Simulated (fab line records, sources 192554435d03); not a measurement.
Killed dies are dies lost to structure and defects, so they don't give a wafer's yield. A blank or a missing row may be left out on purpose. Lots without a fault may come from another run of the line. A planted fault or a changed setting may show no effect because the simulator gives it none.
Which tool did it? | flow n5_finfet | 10 lots, 30 wafers sampled, at 5 steps of a route of 1938

WHAT THE GAUGES READ, wafer by wafer
N5_BEOL_M4_THK_MEAS_01.
lot  | measured     | on            | M4_ILD_THK (nm)
L401 | day 7 03:57  | film_metro-01 | 77.9 78.1 80.0
L403 | day 7 11:41  | film_metro-02 | 77.4 78.4 78.5
L404 | day 8 03:53  | film_metro-02 | 78.5 78.7 79.5
L407 | day 9 06:04  | film_metro-01 | 77.6 78.1 79.1
L416 | day 11 10:41 | film_metro-01 | 79.2 78.9 79.0
L415 | day 11 18:36 | film_metro-01 | 79.4 79.4 79.9
L417 | day 11 21:53 | film_metro-01 | 79.2 78.5 80.0
L419 | day 12 01:04 | film_metro-02 | 78.3 79.4 79.4
L420 | day 12 07:50 | film_metro-01 | 78.8 78.4 80.2
L423 | day 13 23:38 | film_metro-01 | 79.7 79.8 79.7

N5_BEOL_M4_CD_MEAS_18: pitch 36 nm, target cd 18 nm.
lot  | measured     | on        | cd_nm (nm)
L401 | day 7 05:37  | cd_sem-03 | 17.97 17.91 17.41
L403 | day 7 13:33  | cd_sem-01 | 17.84 18.03 17.86
L404 | day 8 05:36  | cd_sem-03 | 17.73 17.76 17.40
L407 | day 9 08:15  | cd_sem-03 | 17.79 17.71 17.98
L416 | day 11 14:49 | cd_sem-03 | 18.06 18.15 18.40
L415 | day 11 21:50 | cd_sem-03 | 18.22 18.01 18.12
L417 | day 11 23:13 | cd_sem-01 | 18.47 18.92 18.53
L419 | day 12 04:23 | cd_sem-03 | 18.03 18.08 17.92
L420 | day 12 10:01 | cd_sem-02 | 18.47 18.00 18.01
L423 | day 14 03:25 | cd_sem-02 | 17.98 18.03 18.26

N5_BEOL_M4_RC_MEAS_101.
lot  | measured     | on        | DIBL_N (mV/V)  | DIBL_P (mV/V)  | IOFF_N (nA/um)    | IOFF_P (nA/um)    | ION_N (uA/um) | ION_P (uA/um) | SS_N (mV/dec)  | SS_P (mV/dec)  | VT_N (mV)         | VT_P (mV)
L401 | day 7 14:26  | prober-02 | 36.5 36.3 37.5 | 36.8 36.4 37.9 | 0.157 0.153 0.178 | 0.199 0.198 0.220 | 672 673 685   | 464 459 469   | 71.7 71.1 71.9 | 72.9 73.6 72.6 | 250.5 251.6 249.3 | -252 -250 -250
L403 | day 7 20:34  | prober-02 | 35.9 35.5 35.7 | 36.3 36.4 36.2 | 0.161 0.155 0.155 | 0.233 0.227 0.229 | 680 690 681   | 471 476 472   | 71.5 70.4 70.8 | 73.6 72.9 73.7 | 247.7 246.8 246.7 | -247 -247 -248
L404 | day 8 20:08  | prober-01 | 34.5 34.6 34.0 | 35.1 34.9 34.1 | 0.138 0.140 0.121 | 0.196 0.194 0.177 | 682 670 664   | 470 465 456   | 70.4 70.7 70.3 | 73.4 72.7 72.9 | 250.0 251.1 253.0 | -249 -251 -254
L407 | day 10 00:17 | prober-02 | 35.7 34.8 33.7 | 36.7 35.9 34.1 | 0.176 0.147 0.128 | 0.239 0.219 0.190 | 682 680 681   | 470 474 467   | 71.8 70.9 70.7 | 72.9 74.0 73.0 | 251.2 250.3 250.1 | -250 -252 -250
L416 | day 12 01:39 | prober-01 | 37.0 36.3 36.7 | 37.8 37.1 37.1 | 0.187 0.175 0.172 | 0.269 0.266 0.257 | 680 696 686   | 469 479 478   | 71.5 71.9 71.8 | 74.1 73.7 73.1 | 245.6 247.8 245.8 | -244 -247 -246
L415 | day 12 09:59 | prober-02 | 35.4 34.9 35.6 | 37.3 36.4 37.5 | 0.158 0.147 0.172 | 0.225 0.215 0.238 | 674 675 680   | 462 469 472   | 71.5 71.8 70.5 | 74.0 73.4 73.7 | 251.2 249.0 248.5 | -249 -249 -246
L417 | day 12 16:52 | prober-01 | 34.9 35.5 35.7 | 35.2 36.2 36.4 | 0.129 0.147 0.152 | 0.162 0.182 0.187 | 666 669 672   | 449 455 453   | 71.6 71.6 72.4 | 72.5 73.1 73.1 | 256.9 251.4 251.7 | -258 -253 -254
L419 | day 12 18:44 | prober-02 | 36.5 35.7 36.0 | 37.6 36.6 37.3 | 0.155 0.142 0.145 | 0.216 0.194 0.219 | 672 676 676   | 464 464 463   | 70.9 71.5 71.8 | 73.4 73.3 73.5 | 250.2 251.9 251.1 | -248 -251 -248
L420 | day 12 20:55 | prober-02 | 35.8 35.6 34.0 | 36.8 36.4 34.9 | 0.170 0.158 0.139 | 0.225 0.217 0.197 | 678 681 679   | 472 469 467   | 71.5 71.2 70.5 | 73.3 73.2 73.4 | 245.8 249.6 247.4 | -248 -248 -249
L423 | day 14 17:31 | prober-02 | 36.7 36.6 37.7 | 36.1 35.9 38.0 | 0.170 0.166 0.184 | 0.206 0.199 0.240 | 676 676 690   | 466 461 471   | 71.5 70.6 72.1 | 73.0 73.5 73.9 | 247.0 250.3 245.6 | -251 -252 -249

WHICH TOOL RAN EACH LOT (tool, then ch and the chambers of the sampled wafers, then the start)
lot  | N5_BEOL_M4_STRIP_66                | N5_BEOL_M4_COAT_67
L401 | rie_diel-04 ch 1,2, day 7 05:24    | litho_track-04 ch 0, day 7 05:40
L403 | rie_diel-02 ch 0,2,3, day 7 13:19  | litho_track-01 ch 0, day 7 13:35
L404 | rie_diel-01 ch 0,1,2, day 8 05:22  | litho_track-04 ch 0, day 8 05:38
L407 | rie_diel-02 ch 0,2,3, day 9 08:02  | litho_track-04 ch 0, day 9 08:17
L416 | rie_diel-04 ch 0,3, day 11 14:32   | litho_track-01 ch 0, day 11 14:52
L415 | rie_diel-04 ch 1,2,3, day 11 21:37 | litho_track-03 ch 0, day 11 21:53
L417 | rie_diel-01 ch 1,3, day 11 23:00   | litho_track-04 ch 0, day 11 23:15
L419 | rie_diel-04 ch 1,3, day 12 04:08   | litho_track-04 ch 0, day 12 04:25
L420 | rie_diel-02 ch 2,3, day 12 09:48   | litho_track-04 ch 0, day 12 10:04
L423 | rie_diel-02 ch 1,2, day 14 03:11   | litho_track-03 ch 0, day 14 03:28
- N5_BEOL_M4_STRIP_66: strips in CF4.
- N5_BEOL_M4_COAT_67: time 60 s, resist thk 60 nm.

WHAT THE TOOLS THEMSELVES READ (means of the sampled wafers that have a number; where no wafer has one, the mark that the record gives instead)
N5_BEOL_M4_STRIP_66.
lot  | tool        | drypump_motor_current_A (A) | oes_product_au (a.u.) | rf_vpp_V (V) | showerhead_plenum_p_Torr (Torr) | throttle_valve_pct (%)
L401 | rie_diel-04 | 5.4                         | 0.88                  | 269.9        | 1.79                            | 13.46
L403 | rie_diel-02 | 5.4                         | 0.72                  | 271.4        | 1.83                            | 13.71
L404 | rie_diel-01 | 5.8                         | 0.80                  | 271.9        | 1.87                            | 13.43
L407 | rie_diel-02 | 5.4                         | 0.71                  | 271.7        | 1.82                            | 13.73
L416 | rie_diel-04 | 5.7                         | 0.73                  | 271.4        | 1.78                            | 13.78
L415 | rie_diel-04 | 5.5                         | 0.82                  | 271.3        | 1.79                            | 13.55
L417 | rie_diel-01 | 5.8                         | 0.78                  | 271.5        | 1.78                            | 13.53
L419 | rie_diel-04 | 5.5                         | 0.81                  | 270.4        | 1.79                            | 13.54
L420 | rie_diel-02 | 5.2                         | 0.71                  | 272.3        | 1.82                            | 13.65
L423 | rie_diel-02 | 5.2                         | 0.72                  | 271.2        | 1.78                            | 13.71

N5_BEOL_M4_COAT_67.
lot  | tool           | spin_speed_rpm (rpm)
L401 | litho_track-04 | 1499.3
L403 | litho_track-01 | 1500.0
L404 | litho_track-04 | 1613.8
L407 | litho_track-04 | 1614.3
L416 | litho_track-01 | 1499.1
L415 | litho_track-03 | 1498.8
L417 | litho_track-04 | 1499.4
L419 | litho_track-04 | 1499.8
L420 | litho_track-04 | 1499.7
L423 | litho_track-03 | 1501.3

THE ANSWER, worked out from the rows above alone
Rule: what is usual is taken from the lots themselves. Put in order of their means at a reading, lots are off if they are a third of the lots or fewer, leave a main group of 4 or more, and stand apart from it by a gap of 3 or more times the standard deviation of the main group's means; of several such gaps the widest counts. A main group whose means are all the same, to the digits that the tables above print for the reading, isn't used. A lot without any number at a reading at which 4 lots or more have one is off too. The other lots that the step has rows for count as sound. The gauges are gone through in route order, then the tools' own readings, and for those a lot's mean is taken as printed above. The first step at which some lot is off is used, and at that step the reading that is off furthest; a lot without a number counts as furthest.
Off: L404, L407, at N5_BEOL_M4_COAT_67 (spin_speed_rpm). The main group: mean 1499.7 rpm, standard deviation 0.71.
A tool fits if, at that step or a process step before it, it ran every lot that is off, and no sound lot after the first of them. None of those tried fits.

WHAT THE SIMULATOR HAD PUT IN
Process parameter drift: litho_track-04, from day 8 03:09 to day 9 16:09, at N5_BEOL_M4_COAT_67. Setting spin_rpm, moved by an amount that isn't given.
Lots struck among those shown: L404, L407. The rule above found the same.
